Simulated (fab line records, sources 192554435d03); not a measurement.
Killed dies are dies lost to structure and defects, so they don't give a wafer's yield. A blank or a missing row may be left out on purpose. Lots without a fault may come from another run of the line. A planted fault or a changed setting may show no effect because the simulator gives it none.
Chamber matching | flow n5_finfet | N5_BEOL_M2_ETCH_77 on rie_diel-02: 4 sister chambers
The step etches underlayer in N2/H2, target depth 6.5 nm, time 5.2 s. 16 wafers are shown with their chamber, then 8 later ones without.

WAFERS WITH THEIR CHAMBER
wafer  | chamber | drypump_motor_current_A (A) | showerhead_plenum_p_Torr (Torr) | throttle_valve_pct (%)
L075.1 | 0       | 5.97                        | 2.61                            | 17.99
L075.3 | 2       | 5.35                        | 2.52                            | 17.48
L075.5 | 0       | 5.98                        | 2.61                            | 17.98
L076.2 | 1       | 5.55                        | 2.73                            | 17.50
L076.4 | 3       | 6.12                        | 2.51                            | 17.51
L076.5 | 2       | 5.35                        | 2.52                            | 17.47
L082.2 | 0       | 5.96                        | 2.60                            | 18.00
L082.3 | 2       | 5.34                        | 2.51                            | 17.52
L082.4 | 3       | 6.11                        | 2.51                            | 17.53
L083.2 | 0       | 5.99                        | 2.60                            | 18.01
L083.4 | 1       | 5.55                        | 2.72                            | 17.53
L083.6 | 0       | 5.97                        | 2.60                            | 18.03
L086.1 | 2       | 5.35                        | 2.51                            | 17.56
L086.5 | 0       | 5.95                        | 2.59                            | 18.04
L086.6 | 3       | 6.12                        | 2.50                            | 17.56
L088.2 | 1       | 5.54                        | 2.72                            | 17.55

SIGNATURES (means of the wafers above)
reading                  | chamber 0 | chamber 1 | chamber 2 | chamber 3 | scatter within a chamber
drypump_motor_current_A  | 5.9700    | 5.5467    | 5.3475    | 6.1167    | 0.01
showerhead_plenum_p_Torr | 2.6017    | 2.7233    | 2.5150    | 2.5067    | 0.00656
throttle_valve_pct       | 18.0083   | 17.5267   | 17.5075   | 17.5333   | 0.0293
Rule: a wafer's distance from a chamber is the root of the sum, over the readings, of the square of ((its reading less the chamber's mean) divided by the reading's scatter). The wafer belongs to the nearest chamber; if the next one is less than 2 further off, it can't be placed. The scatter: the root of (the sum of the squares of (reading less its chamber's mean) over the shown wafers, divided by (wafers less chambers)).

WAFERS WITHOUT THEIR CHAMBER
wafer  | drypump_motor_current_A (A) | showerhead_plenum_p_Torr (Torr) | throttle_valve_pct (%)
L088.3 | 5.98                        | 2.59                            | 18.02
L088.6 | 5.36                        | 2.51                            | 17.55
L091.1 | 6.08                        | 2.50                            | 17.56
L091.3 | 5.93                        | 2.59                            | 18.04
L091.5 | 5.96                        | 2.59                            | 18.00
L092.3 | 6.09                        | 2.50                            | 17.59
L092.4 | 5.58                        | 2.71                            | 17.57
L092.5 | 5.35                        | 2.50                            | 17.55

WHICH CHAMBER EACH WENT THROUGH
wafer  | from the rows above | in truth
L088.3 | 0                   | 0
L088.6 | 2                   | 2
L091.1 | 3                   | 3
L091.3 | 0                   | 0
L091.5 | 0                   | 0
L092.3 | 3                   | 3
L092.4 | 1                   | 1
L092.5 | 2                   | 2
Placed correctly: 8 of 8. Can't be placed from these rows: 0. Placed wrongly: 0.
